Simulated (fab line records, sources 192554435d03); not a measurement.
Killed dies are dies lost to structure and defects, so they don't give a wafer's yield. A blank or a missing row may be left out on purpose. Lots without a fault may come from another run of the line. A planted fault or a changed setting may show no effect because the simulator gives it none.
fab line records | flow n5_finfet
record lots=24 wafers=72 last_day=17
route steps=1938 shown MOL_CONTACT_COAG@526 BEOL_M0_SAQP@652
lots that met no fault: from a run of the same line without faults
start_h: hours from the record's first day to the start of the lot's first wafer shown | wait_h: hours since the lot's step before | " the same as in the row above | L1.1+2: a row that stands for several wafers | - no value, or no start given | * or withheld: withheld | < > ~ a bound
route shown NAME@n: a module of which the file shows steps, and the number in the route of the first | usual: mean/standard deviation of fault-free wafers | same: alike in all rows | chamber/n: place in a boat | sites: the reading at each site | _std_site: their standard deviation | _edge_site: outer sites' mean less inner sites' | radius_mm: how far each site lies from the wafer's centre | mask NAME#n: copy n | behind: the tool/chamber that last shaped the wafer | hold: why the lot was held/for how many hours/how that ended | device: the transistor (n, p or np) that didn't switch | end of line: the same wafers' tests at the end of the route | a step without rows: its recipe alone | killed: dies lost to structure and defects at the first sort, not the wafer's yield | map: a wafer's dies, x killed, . not, _ none there
set.NAME: the setting as run; set.NAME@STEP: as run at that earlier step | model.NAME: the simulator's own value behind a step, which no gauge read
steps of the route over a sample of lots; a table a step, a row a wafer
services: from which hour (start_h, from the record's first day; less than 0 if before it) a tool's chamber was out of use, for how many hours, and why
## steps
# step N5_MOL_CONTACT_COAG_CD_MEAS_08
# recipe target_cd_nm=28 landing_energy_ev=500 detector=se_inlens polarity=opening
# usual cd_nm=28.00/0.23
# columns lot.wafer tool chamber start_h wait_h cd_nm
L074.1 cd_sem-03 0 88.68 - 28.01
L074.2 " 0 " " 28.35
L074.3 " 0 " " 28.09
L075.1 cd_sem-03 0 94.28 - 28.46
L075.2 " 0 " " 28.36
L075.4 " 0 " " 28.51
L076.1 cd_sem-02 0 106.11 - 27.61
L076.2 " 0 " " 27.81
L076.4 " 0 " " 27.71
L077.1 cd_sem-02 0 108.63 - 28.23
L077.5 " 0 " " 28.33
L077.6 " 0 " " 28.34
L078.1 cd_sem-03 0 115.54 - 27.78
L078.2 " 0 " " 28.05
L078.3 " 0 " " 28.05
L079.1 cd_sem-03 0 126.04 - 28.03
L079.2 " 0 " " 27.79
L079.3 " 0 " " 27.62
L080.2 cd_sem-03 0 127.31 - 27.95
L080.5 " 0 " " 28.13
L080.6 " 0 " " 28.17
L081.1 cd_sem-03 0 133.63 - 28.26
L081.2 " 0 " " 28.10
L081.6 " 0 " " 28.40
L082.2 cd_sem-02 0 138.45 - 28.07
L082.5 " 0 " " 27.62
L082.6 " 0 " " 27.78
L083.1 cd_sem-02 0 144.32 - 27.95
L083.3 " 0 " " 28.45
L083.5 " 0 " " 28.40
L084.1 cd_sem-02 0 151.90 - 27.72
L084.3 " 0 " " 28.03
L084.6 " 0 " " 28.03
L086.2 cd_sem-01 0 164.64 - 27.98
L086.5 " 0 " " 28.19
L086.6 " 0 " " 28.07
L085.3 cd_sem-02 0 164.96 - 27.77
L085.4 " 0 " " 28.33
L085.5 " 0 " " 27.90
L087.3 cd_sem-02 0 166.78 - 28.09
L087.5 " 0 " " 27.88
L087.6 " 0 " " 28.09
L088.1 cd_sem-01 0 174.41 - 28.00
L088.3 " 0 " " 28.17
L088.4 " 0 " " 27.82
L089.1 cd_sem-02 0 180.32 - 27.67
L089.3 " 0 " " 27.84
L089.6 " 0 " " 28.04
L091.1 cd_sem-01 0 189.54 - 27.69
L091.5 " 0 " " 27.87
L091.6 " 0 " " 27.99
L090.1 cd_sem-02 0 191.44 - 27.99
L090.3 " 0 " " 27.46
L090.5 " 0 " " 27.62
L092.1 cd_sem-01 0 199.64 - 27.78
L092.2 " 0 " " 27.93
L092.3 " 0 " " 27.58
L093.1 cd_sem-02 0 202.30 - 27.96
L093.2 " 0 " " 28.04
L093.4 " 0 " " 28.05
L094.2 cd_sem-02 0 206.63 - 27.91
L094.4 " 0 " " 27.83
L094.6 " 0 " " 28.12
L095.1 cd_sem-01 0 213.03 - 28.03
L095.4 " 0 " " 27.93
L095.6 " 0 " " 28.40
L096.2 cd_sem-01 0 222.66 - 28.55
L096.4 " 0 " " 28.14
L096.6 " 0 " " 28.24
L097.3 cd_sem-01 0 226.07 - 27.75
L097.4 " 0 " " 27.79
L097.5 " 0 " " 27.97
# step N5_MOL_CONTACT_COAG_ANNEAL_113
# recipe temp_c=400 time_s=300 ambient=H2/N2
# usual lamp_power_pct=2.78/0.27 wafer_temp_C_max=402.4/0.46
# columns lot.wafer tool chamber start_h wait_h lamp_power_pct wafer_temp_C_max
L074.1 rtp_anneal-01 0 92.14 0.4 2.30 403.0
L074.2 " 0 " " 2.31 402.6
L074.3 " 0 " " 2.31 403.3
L075.1 rtp_anneal-02 0 99.00 0.3 2.94 402.0
L075.2 " 0 " " 2.93 402.3
L075.4 " 0 " " 2.94 402.6
L076.1 rtp_anneal-02 0 108.98 0.3 2.94 401.8
L076.2 " 0 " " 2.94 402.2
L076.4 " 0 " " 2.94 402.1
L077.1 rtp_anneal-02 0 111.80 0.4 2.94 402.0
L077.5 " 0 " " 2.94 401.9
L077.6 " 0 " " 2.93 402.2
L078.1 rtp_anneal-01 0 119.42 0.4 2.31 402.1
L078.2 " 0 " " 2.30 402.2
L078.3 " 0 " " 2.31 401.8
L079.1 rtp_anneal-02 0 131.15 0.3 2.94 403.3
L079.2 " 0 " " 2.94 401.7
L079.3 " 0 " " 2.94 403.0
L080.2 rtp_anneal-02 0 132.20 0.6 2.94 402.1
L080.5 " 0 " " 2.94 402.5
L080.6 " 0 " " 2.94 402.0
L081.1 rtp_anneal-02 0 136.75 0.6 2.94 402.4
L081.2 " 0 " " 2.94 402.5
L081.6 " 0 " " 2.94 402.3
L082.2 rtp_anneal-01 0 143.74 0.8 2.31 402.4
L082.5 " 0 " " 2.30 402.0
L082.6 " 0 " " 2.30 403.2
L083.1 rtp_anneal-02 0 148.55 0.3 2.93 401.9
L083.3 " 0 " " 2.94 402.0
L083.5 " 0 " " 2.94 402.8
L084.1 rtp_anneal-02 0 155.57 0.3 2.94 403.3
L084.3 " 0 " " 2.94 401.6
L084.6 " 0 " " 2.94 402.6
L085.3 rtp_anneal-02 0 168.88 0.6 2.94 401.6
L085.4 " 0 " " 2.94 402.3
L085.5 " 0 " " 2.94 402.4
L086.2 rtp_anneal-01 0 169.31 0.6 2.31 402.1
L086.5 " 0 " " 2.31 401.7
L086.6 " 0 " " 2.30 402.2
L087.3 rtp_anneal-02 0 171.40 0.6 2.94 403.1
L087.5 " 0 " " 2.94 402.4
L087.6 " 0 " " 2.94 402.7
L088.1 rtp_anneal-02 0 177.49 0.3 2.93 401.8
L088.3 " 0 " " 2.93 403.2
L088.4 " 0 " " 2.94 402.3
L089.1 rtp_anneal-02 0 184.28 0.4 2.94 402.1
L089.3 " 0 " " 2.94 402.7
L089.6 " 0 " " 2.94 402.0
L091.1 rtp_anneal-02 0 192.32 0.3 2.93 403.4
L091.5 " 0 " " 2.93 402.3
L091.6 " 0 " " 2.94 402.7
L090.1 rtp_anneal-02 0 195.14 0.3 2.94 403.0
L090.3 " 0 " " 2.94 401.9
L090.5 " 0 " " 2.94 403.2
L092.1 rtp_anneal-01 0 204.36 0.3 2.31 402.2
L092.2 " 0 " " 2.30 401.6
L092.3 " 0 " " 2.31 403.0
L093.1 rtp_anneal-02 0 205.15 0.4 2.94 402.0
L093.2 " 0 " " 2.94 402.5
L093.4 " 0 " " 2.94 402.7
L094.2 rtp_anneal-02 0 209.45 0.5 2.94 401.8
L094.4 " 0 " " 2.94 402.4
L094.6 " 0 " " 2.93 402.5
L095.1 rtp_anneal-02 0 216.88 0.3 2.94 402.9
L095.4 " 0 " " 2.94 402.3
L095.6 " 0 " " 2.94 402.3
L096.2 rtp_anneal-02 0 226.91 0.5 2.93 402.5
L096.4 " 0 " " 2.94 402.5
L096.6 " 0 " " 2.94 402.1
L097.3 rtp_anneal-01 0 230.47 0.6 2.31 402.9
L097.4 " 0 " " 2.31 402.5
L097.5 " 0 " " 2.30 402.4
# step N5_MOL_CONTACT_COAG_INSPECT_57
# recipe mode=adi inspect_instrument=brightfield
# usual raw_defect_count=191/52
# columns lot.wafer tool chamber start_h wait_h raw_defect_count
L074.1 defect_inspect-02 - 100.06 0.1 163
L074.2 " - " " 148
L074.3 " - " " 112
L075.1 defect_inspect-02 - 104.67 0.1 218
L075.2 " - " " 206
L075.4 " - " " 223
L076.1 defect_inspect-01 - 114.20 0.1 203
L076.2 " - " " 131
L076.4 " - " " 143
L077.1 defect_inspect-01 - 118.01 0.1 155
L077.5 " - " " 150
L077.6 " - " " 218
L078.1 defect_inspect-02 - 124.61 0.1 154
L078.2 " - " " 175
L078.3 " - " " 230
L079.1 defect_inspect-01 - 136.80 0.1 192
L079.2 " - " " 266
L079.3 " - " " 248
L080.2 defect_inspect-01 - 137.06 0.0 121
L080.5 " - " " 152
L080.6 " - " " 110
L081.1 defect_inspect-02 - 142.48 0.1 166
L081.2 " - " " 161
L081.6 " - " " 155
L082.2 defect_inspect-01 - 150.56 0.0 124
L082.5 " - " " 151
L082.6 " - " " 187
L083.1 defect_inspect-01 - 156.06 0.1 189
L083.3 " - " " 188
L083.5 " - " " 142
L084.1 defect_inspect-02 - 161.31 0.1 123
L084.3 " - " " 173
L084.6 " - " " 170
L085.3 defect_inspect-01 - 174.77 0.0 345
L085.4 " - " " 149
L085.5 " - " " 185
L086.2 defect_inspect-02 - 175.22 0.0 283
L086.5 " - " " 185
L086.6 " - " " 189
L087.3 defect_inspect-01 - 176.51 0.0 277
L087.5 " - " " 192
L087.6 " - " " 289
L088.1 defect_inspect-01 - 184.56 0.2 161
L088.3 " - " " 201
L088.4 " - " " 205
L089.1 defect_inspect-01 - 191.91 0.1 322
L089.3 " - " " 134
L089.6 " - " " 348
L091.1 defect_inspect-01 - 199.01 0.1 239
L091.5 " - " " 168
L091.6 " - " " 240
L090.1 defect_inspect-01 - 203.76 0.1 278
L090.3 " - " " 209
L090.5 " - " " 186
L092.1 defect_inspect-01 - 210.81 0.1 196
L092.2 " - " " 236
L092.3 " - " " 162
L093.1 defect_inspect-02 - 211.16 0.1 153
L093.2 " - " " 193
L093.4 " - " " 168
L094.2 defect_inspect-01 - 214.99 0.0 216
L094.4 " - " " 291
L094.6 " - " " 257
L095.1 defect_inspect-01 - 222.97 0.1 199
L095.4 " - " " 109
L095.6 " - " " 124
L096.2 defect_inspect-02 - 233.05 0.0 184
L096.4 " - " " 188
L096.6 " - " " 301
L097.3 defect_inspect-02 - 236.74 0.0 193
L097.4 " - " " 137
L097.5 " - " " 196
# step N5_MOL_CONTACT_COAG_ETCH_91
# recipe chemistry=N2/H2 target=SOC target_depth_a=600 overetch_a=210 mask_material=SiARC temp_c=40 time_s=101.2 ion_energy_ev=200 pressure_mtorr=30 source_w=840 bias_w=150 n2_flow_sccm=200 h2_flow_sccm=200
# usual drypump_motor_current_A=5.7/0.51 h2_flow_sccm=200.0/0.6 oes_product_au=0.65/0.074 rf_vpp_V=524.4/2.6 showerhead_plenum_p_Torr=2.56/0.084 throttle_valve_pct=17.86/0.19
# columns lot.wafer tool chamber start_h wait_h drypump_motor_current_A h2_flow_sccm oes_product_au rf_hours_counter_h rf_vpp_V showerhead_plenum_p_Torr throttle_valve_pct
L074.1 rie_diel-06 1 100.86 0.0 5.4 200.8 0.59 202 523.0 2.52 17.86
L074.2 " 0 " " 5.5 200.2 0.65 114 528.0 2.66 17.89
L074.3 " 2 " " 5.4 199.9 0.59 233 521.9 2.51 18.01
L075.1 rie_diel-04 2 105.21 0.0 6.5 201.4 0.59 239 519.7 2.41 18.20
L075.2 " 1 " " 5.6 199.9 0.61 186 523.0 2.53 17.89
L075.4 " 0 " " 5.6 200.4 0.60 212 525.4 2.52 18.21
L076.1 rie_diel-01 0 114.60 0.0 5.3 199.5 0.58 244 526.1 2.62 18.38
L076.2 " 2 " " 5.5 199.6 0.62 149 525.9 2.54 17.67
L076.4 " 2 " " 5.5 200.0 0.63 - 524.7 2.54 17.68
L077.1 rie_diel-01 2 118.39 0.0 5.5 199.9 0.63 151 525.4 2.54 17.67
L077.5 " 3 " " 5.8 199.8 0.80 - 527.4 2.61 17.64
L077.6 " 2 " " 5.5 200.2 0.62 - 524.6 2.54 17.67
L078.1 rie_diel-06 1 124.99 0.0 5.4 199.3 0.59 210 521.9 2.52 17.86
L078.2 " 0 " " 5.5 199.6 0.65 121 526.9 2.66 17.92
L078.3 " 2 " " 5.4 200.4 0.59 242 521.6 2.51 18.00
L079.1 rie_diel-01 3 137.22 0.0 5.7 201.2 0.78 17 525.9 2.61 17.64
L079.2 " 2 " " 5.5 200.1 0.62 159 524.1 2.54 17.70
L079.3 " 1 " " 4.8 199.3 0.80 6 522.3 2.50 17.50
L080.2 rie_diel-04 0 137.44 0.0 5.6 198.2 0.59 225 523.0 2.52 18.22
L080.5 " 1 " " 5.6 199.9 0.60 - 523.2 2.52 17.91
L080.6 " 3 " " 5.6 200.7 0.63 - 519.3 2.42 17.60
L081.1 rie_diel-06 2 142.88 0.0 5.4 199.9 0.59 248 522.3 2.50 18.02
L081.2 " 0 " " 5.6 199.5 0.64 127 526.8 2.66 17.92
L081.6 " 3 " " 6.8 200.2 0.63 - 526.8 2.65 17.80
L082.2 rie_diel-06 1 150.94 0.0 5.3 199.5 0.59 218 522.6 2.51 17.87
L082.5 " 1 " " 5.3 200.9 0.59 - 522.5 2.51 17.90
L082.6 " 3 " " 6.8 200.6 0.63 - 527.0 2.64 17.82
L083.1 rie_diel-06 1 156.98 0.0 5.3 200.7 0.59 222 522.2 2.51 17.89
L083.3 " 0 " " 5.5 200.6 0.64 133 527.2 2.66 17.93
L083.5 " 3 " " 6.8 201.1 0.63 - 527.0 2.64 17.80
L084.1 rie_diel-06 0 162.08 0.0 5.5 200.4 0.64 135 526.1 2.66 17.92
L084.3 " 3 " " 6.8 200.0 0.63 166 525.1 2.64 17.80
L084.6 " 3 " " 6.8 200.0 0.62 - 526.8 2.64 17.81
L085.3 rie_diel-01 2 175.52 0.0 5.5 199.9 0.61 175 524.5 2.53 17.71
L085.4 " 0 " " 5.4 198.5 0.79 9 526.3 2.61 17.97
L085.5 " 2 " " 5.5 199.8 0.61 - 524.0 2.53 17.72
L086.2 rie_diel-04 1 175.62 0.0 5.6 199.8 0.59 213 522.7 2.52 17.95
L086.5 " 0 " " 5.6 199.5 0.58 - 523.3 2.51 18.25
L086.6 " 1 " " 5.6 200.9 0.59 - 522.8 2.52 17.96
L087.3 rie_diel-06 3 177.06 0.0 6.8 199.7 0.63 171 526.5 2.64 17.81
L087.5 " 3 " " 6.8 199.7 0.62 - 526.9 2.64 17.82
L087.6 " 0 " " 5.5 200.0 0.64 - 527.8 2.65 17.95
L088.1 rie_diel-04 1 185.04 0.0 5.6 201.1 0.58 216 522.4 2.52 17.95
L088.3 " 2 " " 6.5 201.6 0.79 10 527.7 2.72 17.81
L088.4 " 3 " " 5.6 201.1 0.61 190 519.0 2.42 17.62
L089.1 rie_diel-06 1 192.29 0.0 5.3 199.1 0.58 235 524.0 2.51 17.92
L089.3 " 0 " " 5.5 200.8 0.64 145 529.0 2.65 17.95
L089.6 " 2 " " 5.4 199.7 0.78 - 521.8 2.50 17.60
L091.1 rie_diel-06 1 199.39 0.0 5.3 199.3 0.58 238 522.8 2.51 17.93
L091.5 " 0 " " 5.5 199.9 0.63 - 527.4 2.65 17.95
L091.6 " 3 " " 6.8 199.4 0.62 - 526.1 2.64 17.82
L090.1 rie_diel-04 1 204.32 0.0 5.6 200.8 0.58 220 521.4 2.52 17.96
L090.3 " 2 " " 6.5 200.4 0.77 18 529.1 2.72 17.81
L090.5 " 2 " " 6.5 200.3 0.78 - 528.6 2.72 17.82
L092.1 rie_diel-04 1 211.52 0.0 5.6 199.4 0.58 223 522.0 2.51 17.96
L092.2 " 3 " " 5.6 198.7 0.61 200 519.3 2.41 17.66
L092.3 " 2 " " 6.5 199.3 0.76 21 529.5 2.72 17.83
L093.1 rie_diel-04 3 212.01 0.0 5.6 200.1 0.62 200 521.5 2.41 17.64
L093.2 " 2 " " 6.5 200.3 0.77 21 527.3 2.72 17.81
L093.4 " 1 " " 5.6 201.1 0.58 - 522.6 2.51 17.98
L094.2 rie_diel-06 3 215.50 0.0 6.8 199.4 0.61 184 526.2 2.63 17.84
L094.4 " 2 " " 5.4 199.8 0.77 18 522.7 2.50 17.62
L094.6 " 0 " " 5.5 199.4 0.63 - 527.5 2.65 17.97
L095.1 rie_diel-06 3 223.62 0.0 6.8 200.0 0.62 187 526.0 2.63 17.85
L095.4 " 0 " " 5.5 199.6 0.62 156 526.7 2.65 17.97
L095.6 " 0 " " 5.5 200.0 0.62 - 525.8 2.65 17.99
L096.2 rie_diel-04 2 233.43 0.0 6.6 200.0 0.75 32 526.8 2.71 17.83
L096.4 " 3 " " 5.6 199.4 0.61 212 520.9 2.41 17.67
L096.6 " 1 " " 5.6 199.3 0.58 - 524.2 2.51 17.98
L097.3 rie_diel-04 0 237.12 0.0 5.6 199.8 0.77 7 522.7 2.50 17.88
L097.4 " 2 " " 6.5 199.8 0.75 33 526.9 2.71 17.84
L097.5 " 0 " " 5.6 199.9 0.79 - 522.2 2.50 17.88
# step N5_MOL_CONTACT_COAG_CD_MEAS_101
# recipe target_cd_nm=16
# usual cd_nm=16.06/0.26
# columns lot.wafer tool chamber start_h wait_h cd_nm
L074.1 cd_sem-03 - 102.60 0.0 15.87
L074.2 " - " " 16.03
L074.3 " - " " 15.75
L075.1 cd_sem-02 - 106.94 0.0 15.89
L075.2 " - " " 16.28
L075.4 " - " " 16.09
L076.1 cd_sem-03 - 116.79 0.0 16.37
L076.2 " - " " 16.00
L076.4 " - " " 16.04
L077.1 cd_sem-03 - 120.58 0.0 16.15
L077.5 " - " " 15.90
L077.6 " - " " 16.19
L078.1 cd_sem-03 - 126.71 0.0 15.87
L078.2 " - " " 16.22
L078.3 " - " " 16.43
L079.1 cd_sem-02 - 139.12 0.0 15.86
L079.2 " - " " 15.85
L079.3 " - " " 15.70
L080.2 cd_sem-03 - 139.34 0.0 16.24
L080.5 " - " " 15.67
L080.6 " - " " 16.06
L081.1 cd_sem-03 - 144.63 0.0 16.48
L081.2 " - " " 16.44
L081.6 " - " " 15.96
L082.2 cd_sem-02 - 153.52 0.0 16.28
L082.5 " - " " 16.04
L082.6 " - " " 16.12
L083.1 cd_sem-02 - 158.73 0.0 15.86
L083.3 " - " " 15.84
L083.5 " - " " 16.29
L084.1 cd_sem-03 - 164.14 0.0 16.35
L084.3 " - " " 16.16
L084.6 " - " " 16.38
L085.3 cd_sem-03 - 177.46 0.0 16.39
L085.4 " - " " 16.19
L085.5 " - " " 15.80
L086.2 cd_sem-02 - 177.63 0.0 16.16
L086.5 " - " " 16.42
L086.6 " - " " 16.52
L087.3 cd_sem-02 - 178.91 0.0 15.79
L087.5 " - " " 15.69
L087.6 " - " " 15.66
L088.1 cd_sem-01 - 186.76 0.0 15.76
L088.3 " - " " 16.44
L088.4 " - " " 16.61
L089.1 cd_sem-02 - 194.26 0.0 15.99
L089.3 " - " " 15.96
L089.6 " - " " 16.09
L091.1 cd_sem-02 - 201.17 0.0 16.01
L091.5 " - " " 15.97
L091.6 " - " " 15.92
L090.1 cd_sem-01 - 206.04 0.0 16.11
L090.3 " - " " 15.72
L090.5 " - " " 16.57
L092.1 cd_sem-02 - 213.67 0.0 15.73
L092.2 " - " " 15.87
L092.3 " - " " 16.02
L093.1 cd_sem-03 - 213.91 0.0 15.81
L093.2 " - " " 16.30
L093.4 " - " " 16.02
L094.2 cd_sem-02 - 217.38 0.0 16.13
L094.4 " - " " 16.59
L094.6 " - " " 16.40
L095.1 cd_sem-02 - 225.34 0.0 16.40
L095.4 " - " " 16.00
L095.6 " - " " 15.71
L096.2 cd_sem-01 - 235.49 0.0 15.82
L096.4 " - " " 16.03
L096.6 " - " " 16.37
L097.3 cd_sem-02 - 238.97 0.0 15.62
L097.4 " - " " 16.37
L097.5 " - " " 15.35
# step N5_BEOL_M0_SAQP_DESCUM_19
# recipe chemistry=O2 time_s=7.9 source_power_w=50 bias_power_w=20 pressure_mtorr=20 rf_frequency_hz=2.712e+07 temp_c=40 resist=CAR-ArF o2_flow_sccm=225
# usual drypump_motor_current_A=5.6/0.53 oes_product_au=0.76/0.087 rf_vpp_V=243.3/1.4 showerhead_plenum_p_Torr=2.09/0.071 throttle_valve_pct=20.45/0.26
# columns lot.wafer tool chamber start_h wait_h drypump_motor_current_A oes_product_au rf_hours_counter_h rf_vpp_V showerhead_plenum_p_Torr throttle_valve_pct
L074.1 rie_diel-02 0 110.95 0.0 5.9 0.99 7 244.1 2.22 19.83
L074.2 " 3 " " 5.7 0.75 153 245.1 2.18 20.42
L074.3 " 2 " " 5.2 0.79 141 243.3 2.10 20.56
L075.1 rie_diel-05 3 114.49 0.0 5.5 0.77 142 242.0 2.01 20.53
L075.2 " 2 " " 6.4 0.72 195 242.6 2.00 20.75
L075.4 " 0 " " 6.5 0.69 212 243.1 2.07 20.75
L076.1 rie_diel-05 0 121.95 0.0 6.5 0.69 214 244.0 2.07 20.74
L076.2 " 2 " " 6.3 0.71 198 242.9 2.00 20.76
L076.4 " 3 " " 5.5 0.76 145 242.2 2.01 20.51
L077.1 rie_diel-05 1 126.60 0.0 5.0 0.72 189 244.9 2.16 20.23
L077.5 " 1 " " 5.0 0.73 - 244.6 2.16 20.23
L077.6 " 0 " " 6.4 0.69 - 242.1 2.07 20.76
L078.1 rie_diel-02 3 132.51 0.0 5.8 0.75 161 243.8 2.18 20.46
L078.2 " 1 " " 5.4 0.91 20 244.3 2.15 20.22
L078.3 " 0 " " 5.9 0.96 15 245.5 2.22 19.88
L079.1 rie_diel-05 1 144.66 0.0 5.0 0.72 194 244.0 2.16 20.24
L079.2 " 2 " " 6.3 0.70 206 240.6 2.00 20.77
L079.3 " 0 " " 6.4 0.69 221 241.6 2.07 20.79
L080.2 rie_diel-05 2 147.59 0.0 6.4 0.71 206 242.0 2.00 20.77
L080.5 " 1 " " 5.0 0.73 - 243.1 2.16 20.23
L080.6 " 0 " " 6.4 0.69 - 243.4 2.07 20.76
L081.1 rie_diel-05 0 153.16 0.2 6.4 0.69 224 242.9 2.07 20.76
L081.2 " 2 " " 6.3 0.70 208 241.1 2.00 20.77
L081.6 " 2 " " 6.3 0.70 - 240.8 2.00 20.79
L082.2 rie_diel-05 3 161.42 0.1 5.5 0.76 159 241.2 2.00 20.54
L082.5 " 3 " " 5.5 0.75 - 241.9 2.00 20.54
L082.6 " 0 " " 6.4 0.68 - 242.0 2.07 20.79
L083.1 rie_diel-02 0 164.88 0.0 5.9 0.94 24 245.5 2.22 19.88
L083.3 " 3 " " 5.8 0.75 169 244.4 2.18 20.46
L083.5 " 1 " " 5.4 0.90 - 242.1 2.14 20.24
L084.1 rie_diel-03 0 169.55 0.0 5.5 0.82 93 243.1 2.12 20.37
L084.3 " 3 " " 5.3 0.71 192 243.8 2.07 20.39
L084.6 " 1 " " 5.4 0.82 - 243.1 2.10 20.23
L085.3 rie_diel-03 2 183.61 0.1 4.8 0.95 8 243.9 2.15 20.30
L085.4 " 1 " " 5.4 0.80 107 244.4 2.10 20.24
L085.5 " 2 " " 4.8 0.96 - 242.6 2.14 20.31
L087.3 rie_diel-05 2 186.82 0.0 6.4 0.69 218 240.5 1.99 20.78
L087.5 " 2 " " 6.4 0.69 - 241.7 1.99 20.80
L087.6 " 3 " " 5.5 0.75 - 241.7 2.00 20.55
L086.2 rie_diel-03 0 186.98 0.0 5.5 0.79 99 243.5 2.12 20.38
L086.5 " 2 " " 4.9 0.96 - 243.4 2.14 20.31
L086.6 " 3 " " 5.4 0.70 - 242.1 2.07 20.40
L088.1 rie_diel-02 0 192.45 0.1 5.9 0.92 33 245.7 2.21 19.88
L088.3 " 3 " " 5.7 0.73 177 245.5 2.18 20.46
L088.4 " 1 " " 5.4 0.88 39 243.7 2.14 20.25
L089.1 rie_diel-05 3 201.17 0.0 5.5 0.74 170 242.8 2.00 20.55
L089.3 " 0 " " 6.5 0.67 238 242.9 2.06 20.79
L089.6 " 0 " " 6.4 0.67 - 243.1 2.06 20.79
L091.1 rie_diel-03 0 207.93 0.1 5.5 0.81 104 243.2 2.12 20.39
L091.5 " 0 " " 5.5 0.80 - 245.0 2.12 20.39
L091.6 " 3 " " 5.4 0.71 - 242.3 2.07 20.38
L090.1 rie_diel-05 2 213.07 0.0 6.4 0.69 226 241.5 1.99 20.82
L090.3 " 0 " " 6.4 0.67 242 245.0 2.06 20.80
L090.5 " 1 " " 5.0 0.70 - 245.0 2.15 20.27
L092.1 rie_diel-02 0 219.76 0.1 5.9 0.90 41 243.9 2.21 19.90
L092.2 " 3 " " 5.8 0.73 185 245.6 2.17 20.46
L092.3 " 1 " " 5.4 0.87 47 243.6 2.14 20.26
L093.1 rie_diel-05 2 223.29 0.0 6.3 0.68 230 241.5 1.99 20.81
L093.2 " 3 " " 5.5 0.73 177 241.1 2.00 20.58
L093.4 " 1 " " 5.0 0.70 220 246.1 2.15 20.28
L094.2 rie_diel-02 0 226.83 0.0 5.9 0.91 44 246.0 2.21 19.90
L094.4 " 1 " " 5.4 0.86 49 244.1 2.14 20.25
L094.6 " 1 " " 5.4 0.86 - 244.4 2.14 20.27
L095.1 rie_diel-05 1 230.47 0.0 5.0 0.70 223 242.7 2.15 20.27
L095.4 " 0 " " 6.5 0.67 247 242.9 2.06 20.81
L095.6 " 0 " " 6.5 0.67 - 241.9 2.06 20.82
L096.2 rie_diel-05 1 241.43 0.1 5.0 0.70 226 245.0 2.14 20.28
L096.4 " 3 " " 5.5 0.75 - 242.4 2.00 20.58
L096.6 " 1 " " 5.0 0.70 - 243.4 2.14 20.27
L097.3 rie_diel-03 2 244.45 0.1 4.9 0.91 25 244.5 2.14 20.33
L097.4 " 3 " " 5.3 0.69 214 241.6 2.06 20.41
L097.5 " 3 " " 5.3 0.69 - 243.3 2.06 20.41
## services
# columns tool chamber start_h hours kind
rie_diel-03 1 71.18 4.8 repair
rie_diel-05 1 79.88 4.9 repair
rie_diel-01 1 86.89 2.2 repair
rie_diel-06 3 95.74 5.3 repair
rie_diel-06 1 102.17 2.4 repair
rie_diel-01 - 104.58 0.5 repair
rie_diel-02 1 110.06 6.0 repair
rie_diel-06 0 118.56 6.0 repair
rie_diel-03 - 130.92 0.7 repair
rie_diel-04 2 135.03 - clean
rie_diel-02 - 140.34 0.4 repair
rie_diel-03 1 149.89 4.6 repair
rie_diel-06 2 150.22 - clean
rie_diel-06 2 150.22 - consumable_replace:focus_ring
rie_diel-06 2 150.22 14.8 scheduled_down
rie_diel-06 2 150.22 14.8 vent_cycle
rie_diel-05 0 215.24 3.8 repair
rie_diel-04 1 217.32 5.2 repair
rie_diel-05 0 241.21 - clean
rie_diel-05 0 241.21 - consumable_replace:focus_ring
rie_diel-05 0 241.21 16.2 scheduled_down
rie_diel-05 0 241.21 16.2 vent_cycle
rie_diel-06 1 242.35 55.8 repair
rie_diel-02 - 243.38 28.1 pm
## key
fault none
